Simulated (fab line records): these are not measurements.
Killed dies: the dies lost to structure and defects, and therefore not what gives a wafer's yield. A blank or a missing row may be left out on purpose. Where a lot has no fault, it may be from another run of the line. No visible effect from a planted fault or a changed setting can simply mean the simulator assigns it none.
fab line records + flow nand-harc
record:
- lots: 14
- wafers: 42
- last-day: 24
route steps=1159 shown P_STI@90 P_GATE@130
lots that met no fault: from a run of the same line without faults
start-h: hours from the record's opening day to when the first of the lot's shown wafers began + wait-h: hours from the lot's prior step to this one + " unchanged from the row above + L1.1+2: several wafers, shown together as one row + - no value present, or no start provided + * or withheld: withheld + < > ~ a bound
route shown NAME@n: names a module that has steps shown in the file, with the first one's number in the route + usual: the fault-free wafers' mean and standard deviation + same: alike in all rows + chamber/n: place in a boat + sites: the reading at each site + _std_site: the values' standard deviation + _edge_site: the outer-site mean with the inner-site mean subtracted + radius-mm: how far each site lies from the wafer's centre + mask NAME#n: copy n + behind: the most recent tool/chamber to have shaped the wafer + hold: the reason the lot was held/the length of the hold in hours/how it ended + device: names the non-switching transistor (n, p or np) + end of line: the tests these same wafers got at the end of their route + a step with no rows: only its recipe + killed: not the wafer's yield, but the dies lost to structure and defects at the first sort + map: a wafer's dies, marking killed ones x, the rest . and places with no die _
set.NAME: the setting as run; set.NAME@STEP: as run at that earlier step + model.NAME: the simulator's own value behind a step, which no gauge read
the route's steps for a sample of lots (tables are steps, rows are wafers)
services: when a tool's chamber went out of use (start-h, in hours from the record's first day, below 0 if earlier), for how many hours, and the reason
== steps ==
step: NHARC_P_STI_ETCH_15
recipe:
- target-depth-a: 3000
- taper-deg: 4
- time-s: 100.1
- hbr-flow-sccm: 150
- cl2-flow-sccm: 50
- rf-w: 400
- icp-w: 400
- bias-w: 100
- chemistry: HBr/Cl2
usual:
- chamber-pressure-mTorr: 15.001/0.014
- drypump-motor-current-A: 5.8/0.37
- oes-product-au: 0.998/0.0092
- throttle-valve-pct: 26.406/0.0086
same:
- time-s: 100.1
| lot.wafer | tool      | chamber | start-h | wait-h | chamber-pressure-mTorr | drypump-motor-current-A | oes-product-au | rf-hours-counter-h | throttle-valve-pct |
|-----------|-----------|---------|---------|--------|------------------------|-------------------------|----------------|--------------------|--------------------|
| L446.3    | rie-si-05 | 0       | 37.88   | -      | 15.018                 | 6.0                     | 1.003          | 0.9                | 26.404             |
| L446.1    | "         | 1       | "       | "      | 15.016                 | 5.8                     | 0.995          | 1.0                | 26.408             |
| L446.2    | "         | 2       | "       | "      | 15.024                 | 5.5                     | 1.010          | 1.2                | 26.421             |
| L447.2    | rie-si-04 | 1       | 43.42   | -      | 14.962                 | 6.0                     | 0.988          | 0.8                | 26.411             |
| L447.3    | "         | 2       | "       | "      | 14.983                 | 6.2                     | 0.997          | 0.6                | 26.413             |
| L447.5    | "         | 0       | "       | "      | 14.993                 | 5.8                     | 0.988          | -                  | 26.397             |
| L448.3    | rie-si-01 | 2       | 49.92   | -      | 15.014                 | 6.5                     | 1.007          | 0.7                | 26.407             |
| L448.1    | "         | 0       | "       | "      | 14.987                 | 5.5                     | 1.002          | 0.6                | 26.399             |
| L448.2    | "         | 1       | "       | "      | 14.994                 | 6.0                     | 0.991          | 0.6                | 26.409             |
| L449.3    | rie-si-04 | 1       | 50.11   | -      | 15.001                 | 6.1                     | 0.986          | 0.9                | 26.407             |
| L449.2    | "         | 2       | "       | "      | 15.003                 | 6.2                     | 0.996          | 0.7                | 26.417             |
| L449.5    | "         | 1       | "       | "      | 14.984                 | 6.1                     | 0.996          | -                  | 26.405             |
| L450.2    | rie-si-01 | 1       | 64.33   | -      | 15.003                 | 6.0                     | 0.978          | 0.7                | 26.420             |
| L450.4    | "         | 0       | "       | "      | 15.012                 | 5.5                     | 1.012          | 0.7                | 26.398             |
| L450.5    | "         | 2       | "       | "      | 14.986                 | 6.5                     | 1.004          | -                  | 26.407             |
| L456.4    | rie-si-04 | 2       | 95.45   | -      | 15.008                 | 6.2                     | 0.994          | 1.0                | 26.396             |
| L456.6    | "         | 1       | "       | "      | 15.000                 | 6.0                     | 1.000          | -                  | 26.408             |
| L456.5    | "         | 2       | "       | "      | 15.001                 | 6.2                     | 1.005          | -                  | 26.402             |
| L461.3    | rie-si-05 | 2       | 122.33  | -      | 14.985                 | 5.5                     | 1.004          | 0.4                | 26.403             |
| L461.2    | "         | 0       | "       | "      | 14.999                 | 6.0                     | 1.007          | 0.3                | 26.409             |
| L461.5    | "         | 1       | "       | "      | 15.020                 | 5.8                     | 0.993          | -                  | 26.401             |
| L462.1    | rie-si-04 | 0       | 133.17  | -      | 15.009                 | 5.8                     | 0.998          | 0.2                | 26.407             |
| L462.4    | "         | 0       | "       | "      | 14.993                 | 5.7                     | 0.990          | -                  | 26.396             |
| L462.5    | "         | 2       | "       | "      | 15.035                 | 6.2                     | 0.999          | -                  | 26.425             |
| L463.3    | rie-si-01 | 3       | 137.15  | -      | 14.986                 | 5.8                     | 0.996          | 0.1                | 26.407             |
| L463.1    | "         | 0       | "       | "      | 15.018                 | 5.5                     | 1.004          | 0.1                | 26.382             |
| L463.4    | "         | 0       | "       | "      | 14.999                 | 5.5                     | 1.015          | -                  | 26.411             |
| L464.1    | rie-si-04 | 0       | 145.28  | -      | 15.003                 | 5.8                     | 0.987          | 0.3                | 26.405             |
| L464.4    | "         | 1       | "       | "      | 14.994                 | 6.1                     | 0.993          | 0.4                | 26.406             |
| L464.2    | "         | 2       | "       | "      | 15.003                 | 6.2                     | 0.998          | 0.4                | 26.412             |
| L465.3    | rie-si-04 | 3       | 149.43  | -      | 14.994                 | 5.0                     | 0.989          | 0.3                | 26.410             |
| L465.1    | "         | 2       | "       | "      | 14.983                 | 6.2                     | 0.984          | 0.4                | 26.404             |
| L465.6    | "         | 3       | "       | "      | 15.001                 | 5.1                     | 0.991          | -                  | 26.404             |
| L466.3    | rie-si-05 | 3       | 157.35  | -      | 15.001                 | 6.2                     | 0.989          | 0.6                | 26.419             |
| L466.4    | "         | 0       | "       | "      | 15.015                 | 5.9                     | 0.980          | 0.6                | 26.413             |
| L466.2    | "         | 2       | "       | "      | 14.992                 | 5.5                     | 1.010          | 0.7                | 26.418             |
| L467.3    | rie-si-01 | 1       | 161.29  | -      | 15.005                 | 6.0                     | 1.011          | 0.1                | 26.392             |
| L467.6    | "         | 0       | "       | "      | 14.999                 | 5.5                     | 1.010          | -                  | 26.412             |
| L467.5    | "         | 1       | "       | "      | 15.024                 | 6.0                     | 1.003          | -                  | 26.400             |
| L469.1    | rie-si-04 | 0       | 173.58  | -      | 15.005                 | 5.8                     | 0.991          | 0.5                | 26.415             |
| L469.3    | "         | 1       | "       | "      | 15.013                 | 6.1                     | 0.994          | 0.6                | 26.422             |
| L469.2    | "         | 2       | "       | "      | 14.997                 | 6.2                     | 1.000          | 0.5                | 26.411             |
step: NHARC_P_GATE_CVD_17
recipe:
- target-thk-a: 1500
- temp-c: 620
- time-s: 900
- material: poly-Si
same:
- time-s: 900
| lot.wafer  | tool          | chamber | start-h | wait-h |
|------------|---------------|---------|---------|--------|
| L446.1+2+3 | lpcvd-poly-04 | 0       | 86.03   | 2.5    |
| L447.2+3+5 | lpcvd-poly-04 | 0       | 91.34   | 2.5    |
| L448.1+2+3 | lpcvd-poly-04 | 0       | 91.34   | 2.5    |
| L449.2+3+5 | lpcvd-poly-04 | 0       | 91.34   | 2.5    |
| L449.2+3+5 | lpcvd-poly-01 | 0       | 94.08   | 0.5    |
| L450.2+4+5 | lpcvd-poly-04 | 0       | 111.18  | 2.5    |
| L456.4+5+6 | lpcvd-poly-04 | 0       | 143.52  | 2.6    |
| L456.4+5+6 | lpcvd-poly-04 | 0       | 146.24  | 0.5    |
| L461.2+3+5 | lpcvd-poly-01 | 0       | 173.61  | 2.7    |
| L462.1+4+5 | lpcvd-poly-01 | 0       | 180.97  | 2.7    |
| L463.1+3+4 | lpcvd-poly-04 | 0       | 187.78  | 2.5    |
| L464.1+2+4 | lpcvd-poly-04 | 0       | 192.61  | 2.5    |
| L465.1+3+6 | lpcvd-poly-04 | 0       | 192.61  | 2.5    |
| L466.2+3+4 | lpcvd-poly-03 | 0       | 205.37  | 2.9    |
| L467.3+5+6 | lpcvd-poly-01 | 0       | 210.14  | 2.7    |
| L469.1+2+3 | lpcvd-poly-01 | 0       | 218.85  | 2.7    |
step: NHARC_P_GATE_DEP_103
recipe:
- target-thk-a: 300
- target-thk-nm: 30
- temp-c: 400
- flow-sccm: 200
- rf-w: 350
- material: SiON
usual:
- heater-power-w: 744/83
| lot.wafer | tool     | chamber | start-h | wait-h | heater-power-w |
|-----------|----------|---------|---------|--------|----------------|
| L446.2    | pecvd-02 | 1       | 89.33   | 0.5    | 758            |
| L446.1    | "        | 2       | "       | "      | 864            |
| L446.3    | "        | 0       | "       | "      | 677            |
| L448.2    | pecvd-02 | 0       | 94.96   | 0.4    | 619            |
| L448.3    | "        | 1       | "       | "      | 744            |
| L448.1    | "        | 2       | "       | "      | 839            |
| L447.2    | pecvd-02 | 2       | 95.64   | 0.5    | 790            |
| L447.3    | "        | 0       | "       | "      | 608            |
| L447.5    | "        | 1       | "       | "      | 680            |
| L449.3    | pecvd-04 | 2       | 97.98   | 0.3    | 828            |
| L449.2    | "        | 0       | "       | "      | 668            |
| L449.5    | "        | 2       | "       | "      | 828            |
| L450.2    | pecvd-02 | 0       | 114.48  | 0.5    | 632            |
| L450.5    | "        | 2       | "       | "      | 794            |
| L450.4    | "        | 0       | "       | "      | 634            |
| L456.4    | pecvd-02 | 2       | 151.00  | 0.3    | 777            |
| L456.5    | "        | 0       | "       | "      | 680            |
| L456.6    | "        | 1       | "       | "      | 724            |
| L461.2    | pecvd-03 | 0       | 180.41  | 0.5    | 675            |
| L461.3    | "        | 1       | "       | "      | 754            |
| L461.5    | "        | 2       | "       | "      | 685            |
| L462.1    | pecvd-03 | 2       | 184.48  | 0.6    | 652            |
| L462.4    | "        | 1       | "       | "      | 892            |
| L462.5    | "        | 0       | "       | "      | 686            |
| L463.3    | pecvd-03 | 2       | 191.69  | 0.3    | 710            |
| L463.1    | "        | 1       | "       | "      | 746            |
| L463.4    | "        | 1       | "       | "      | 759            |
| L464.2    | pecvd-02 | 1       | 196.03  | 0.6    | 676            |
| L464.1    | "        | 0       | "       | "      | 749            |
| L464.4    | "        | 2       | "       | "      | 776            |
| L465.3    | pecvd-02 | 1       | 196.31  | 0.4    | 700            |
| L465.1    | "        | 2       | "       | "      | 865            |
| L465.6    | "        | 0       | "       | "      | 725            |
| L466.2    | pecvd-03 | 2       | 208.82  | 0.4    | 673            |
| L466.3    | "        | 0       | "       | "      | 742            |
| L466.4    | "        | 1       | "       | "      | 895            |
| L467.3    | pecvd-04 | 0       | 213.62  | 0.4    | 569            |
| L467.5    | "        | 2       | "       | "      | 853            |
| L467.6    | "        | 0       | "       | "      | 573            |
| L469.2    | pecvd-02 | 2       | 222.75  | 0.4    | 808            |
| L469.3    | "        | 0       | "       | "      | 755            |
| L469.1    | "        | 1       | "       | "      | 717            |
step: NHARC_P_GATE_DESCUM_31
recipe:
- time-s: 3
- o2-flow-sccm: 200
- ar-flow-sccm: 0
- bias-power-w: 0
- chemistry: O2
usual:
- chamber-pressure-mTorr: 59.99/0.055
- drypump-motor-current-A: 5.5/0.55
- oes-product-au: 1.001/0.0078
- rf-vpp-V: 57.7/0.86
- showerhead-plenum-p-Torr: 1.92/0.062
- throttle-valve-pct: 11.311/0.0093
same:
- time-s: 3
| lot.wafer | tool        | chamber | start-h | wait-h | chamber-pressure-mTorr | drypump-motor-current-A | oes-product-au | rf-hours-counter-h | rf-vpp-V | showerhead-plenum-p-Torr | throttle-valve-pct |
|-----------|-------------|---------|---------|--------|------------------------|-------------------------|----------------|--------------------|----------|--------------------------|--------------------|
| L446.2    | rie-diel-11 | 3       | 90.13   | 0.1    | 59.98                  | 5.4                     | 0.995          | 26                 | 55.9     | 1.86                     | 11.314             |
| L446.3    | "           | 1       | "       | "      | 60.05                  | 6.4                     | 0.999          | 29                 | 57.1     | 1.99                     | 11.309             |
| L446.1    | "           | 2       | "       | "      | 59.97                  | 5.6                     | 1.004          | 28                 | 56.9     | 1.82                     | 11.308             |
| L448.2    | rie-diel-03 | 0       | 95.84   | 0.1    | 60.01                  | 5.6                     | 0.989          | 19                 | 56.8     | 2.02                     | 11.315             |
| L448.1    | "           | 1       | "       | "      | 59.92                  | 4.9                     | 1.001          | 20                 | 58.2     | 1.99                     | 11.310             |
| L448.3    | "           | 2       | "       | "      | 60.11                  | 5.6                     | 0.995          | 19                 | 59.6     | 2.04                     | 11.298             |
| L447.3    | rie-diel-11 | 3       | 96.53   | 0.1    | 59.96                  | 5.4                     | 1.009          | 28                 | 56.9     | 1.86                     | 11.313             |
| L447.2    | "           | 2       | "       | "      | 60.04                  | 5.7                     | 1.011          | 30                 | 56.9     | 1.82                     | 11.312             |
| L447.5    | "           | 1       | "       | "      | 59.93                  | 6.4                     | 1.006          | -                  | 60.3     | 1.99                     | 11.291             |
| L449.2    | rie-diel-02 | 0       | 98.74   | 0.1    | 59.99                  | 4.7                     | 1.002          | 24                 | 57.5     | 1.98                     | 11.324             |
| L449.3    | "           | 1       | "       | "      | 59.94                  | 5.3                     | 1.005          | 25                 | 56.2     | 1.90                     | 11.306             |
| L449.5    | "           | 0       | "       | "      | 60.01                  | 4.7                     | 0.999          | -                  | 57.3     | 1.98                     | 11.311             |
| L450.2    | rie-diel-02 | 0       | 115.31  | 0.1    | 60.04                  | 4.7                     | 1.008          | 27                 | 58.0     | 1.98                     | 11.303             |
| L450.4    | "           | 1       | "       | "      | 59.98                  | 5.3                     | 1.000          | 28                 | 57.6     | 1.90                     | 11.307             |
| L450.5    | "           | 2       | "       | "      | 59.94                  | 5.4                     | 0.992          | -                  | 56.3     | 1.90                     | 11.301             |
| L456.4    | rie-diel-11 | 3       | 151.66  | 0.1    | 59.93                  | 5.4                     | 1.002          | 48                 | 56.6     | 1.86                     | 11.312             |
| L456.5    | "           | 3       | "       | "      | 60.03                  | 5.4                     | 1.010          | -                  | 57.1     | 1.86                     | 11.313             |
| L456.6    | "           | 0       | "       | "      | 60.10                  | 6.1                     | 0.998          | -                  | 58.2     | 1.89                     | 11.301             |
| L461.3    | rie-diel-02 | 1       | 181.28  | 0.1    | 60.01                  | 5.3                     | 0.997          | 3                  | 57.1     | 1.89                     | 11.306             |
| L461.2    | "           | 3       | "       | "      | 59.96                  | 5.7                     | 1.000          | 4                  | 58.1     | 1.86                     | 11.315             |
| L461.5    | "           | 0       | "       | "      | 59.86                  | 4.7                     | 1.015          | -                  | 57.5     | 1.98                     | 11.300             |
| L462.1    | rie-diel-03 | 0       | 185.32  | 0.1    | 59.97                  | 5.6                     | 1.001          | 46                 | 58.0     | 2.01                     | 11.291             |
| L462.4    | "           | 1       | "       | "      | 60.00                  | 4.9                     | 1.008          | -                  | 58.8     | 1.98                     | 11.323             |
| L462.5    | "           | 3       | "       | "      | 59.93                  | 6.7                     | 1.017          | -                  | 57.6     | 1.90                     | 11.296             |
| L463.3    | rie-diel-03 | 2       | 192.57  | 0.1    | 59.95                  | 5.7                     | 1.005          | 45                 | 58.0     | 2.03                     | 11.320             |
| L463.4    | "           | 0       | "       | "      | 59.97                  | 5.6                     | 0.998          | 48                 | 58.8     | 2.01                     | 11.303             |
| L463.1    | "           | 1       | "       | "      | 60.04                  | 4.9                     | 0.998          | 53                 | 57.7     | 1.98                     | 11.330             |
| L464.4    | rie-diel-02 | 2       | 196.90  | 0.1    | 59.98                  | 5.3                     | 0.998          | 6                  | 57.4     | 1.90                     | 11.300             |
| L464.2    | "           | 0       | "       | "      | 59.98                  | 4.7                     | 0.996          | 8                  | 57.4     | 1.98                     | 11.307             |
| L464.1    | "           | 1       | "       | "      | 60.01                  | 5.3                     | 0.994          | 8                  | 56.8     | 1.89                     | 11.301             |
| L465.1    | rie-diel-03 | 0       | 197.06  | 0.1    | 59.97                  | 5.6                     | 1.003          | 50                 | 57.4     | 2.01                     | 11.324             |
| L465.3    | "           | 1       | "       | "      | 60.00                  | 4.9                     | 1.004          | 56                 | 57.2     | 1.98                     | 11.327             |
| L465.6    | "           | 0       | "       | "      | 59.97                  | 5.6                     | 1.000          | -                  | 56.8     | 2.01                     | 11.323             |
| L466.2    | rie-diel-02 | 1       | 209.55  | 0.1    | 60.05                  | 5.3                     | 0.998          | 10                 | 57.7     | 1.89                     | 11.316             |
| L466.4    | "           | 3       | "       | "      | 59.92                  | 5.7                     | 1.018          | 9                  | 57.0     | 1.86                     | 11.309             |
| L466.3    | "           | 0       | "       | "      | 60.05                  | 4.7                     | 1.016          | 11                 | 57.9     | 1.98                     | 11.323             |
| L467.3    | rie-diel-02 | 3       | 214.32  | 0.1    | 60.00                  | 5.7                     | 0.993          | 10                 | 58.3     | 1.85                     | 11.316             |
| L467.6    | "           | 2       | "       | "      | 59.94                  | 5.4                     | 0.997          | -                  | 59.0     | 1.90                     | 11.319             |
| L467.5    | "           | 3       | "       | "      | 59.96                  | 5.7                     | 1.002          | -                  | 56.8     | 1.85                     | 11.311             |
| L469.2    | rie-diel-02 | 2       | 223.63  | 0.1    | 60.02                  | 5.4                     | 0.981          | 12                 | 59.0     | 1.89                     | 11.314             |
| L469.3    | "           | 3       | "       | "      | 59.96                  | 5.7                     | 1.006          | 13                 | 58.0     | 1.85                     | 11.316             |
| L469.1    | "           | 1       | "       | "      | 60.10                  | 5.3                     | 1.009          | 14                 | 57.3     | 1.89                     | 11.310             |
== services ==
| tool          | chamber | start-h | hours | kind   |
|---------------|---------|---------|-------|--------|
| rie-si-01     | 3       | 31.66   | 3.5   | repair |
| rie-diel-03   | -       | 38.41   | 9.0   | pm     |
| rie-diel-02   | 1       | 50.95   | 2.4   | repair |
| pecvd-03      | -       | 62.82   | 0.7   | repair |
| rie-si-01     | 0       | 74.96   | 7.4   | repair |
| rie-diel-02   | 3       | 77.09   | 5.6   | repair |
| pecvd-03      | -       | 88.95   | 1.8   | repair |
| rie-diel-02   | 2       | 95.94   | 13.9  | repair |
| rie-si-04     | -       | 99.00   | 9.0   | pm     |
| lpcvd-poly-01 | -       | 108.00  | 26.0  | pm     |
| pecvd-03      | -       | 111.42  | 13.0  | pm     |
| rie-si-01     | 1       | 124.63  | 12.7  | repair |
| rie-diel-03   | 2       | 125.38  | 6.1   | repair |
| rie-si-01     | -       | 127.00  | 9.0   | pm     |
| rie-diel-03   | -       | 129.29  | 0.2   | repair |
| rie-si-04     | 3       | 130.86  | 5.4   | repair |
| rie-diel-03   | 0       | 140.09  | 5.1   | repair |
| rie-diel-02   | 3       | 144.75  | 8.2   | repair |
| rie-si-04     | 0       | 147.06  | 8.2   | repair |
| rie-diel-02   | -       | 150.70  | 9.0   | pm     |
| pecvd-02      | -       | 153.00  | 13.0  | pm     |
| lpcvd-poly-04 | -       | 171.50  | 11.7  | repair |
| rie-diel-02   | 3       | 184.48  | 4.1   | repair |
| rie-diel-02   | 2       | 186.18  | 7.2   | repair |
== key ==
first-sign:
- step: NHARC_P_GATE_CVD_17
- reading: visit
- direction: added
effect none on later readings
met-at NHARC_P_GATE_CVD_17
struck-lots L449,L456
sort-left-out L449.2,L449.3,L449.5,L456.4,L456.5,L456.6
tester-left-out L449,L456
not-acting-at NHARC_P_STI_ETCH_15,NHARC_P_GATE_DEP_103,NHARC_P_GATE_DESCUM_31
fault:
- kind: repeated-step-whole
- tool: lpcvd-poly-01,lpcvd-poly-03,lpcvd-poly-04
- chamber: -
- onset-h: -
- steps: NHARC_P_GATE_CVD_17
- times: 1
- scope: struck-lots-only
tester-left-out: of these lots the tester's yield and bins aren't shown, on N5 and GAA mostly nor the transistor test; their killed dies are dies lost to structure and defects alone, not to doping, threshold or leakage, so they don't give the yield
sort-left-out: the simulated sort isn't trusted on such a fault, so these wafers' sort isn't shown, and their yield isn't known
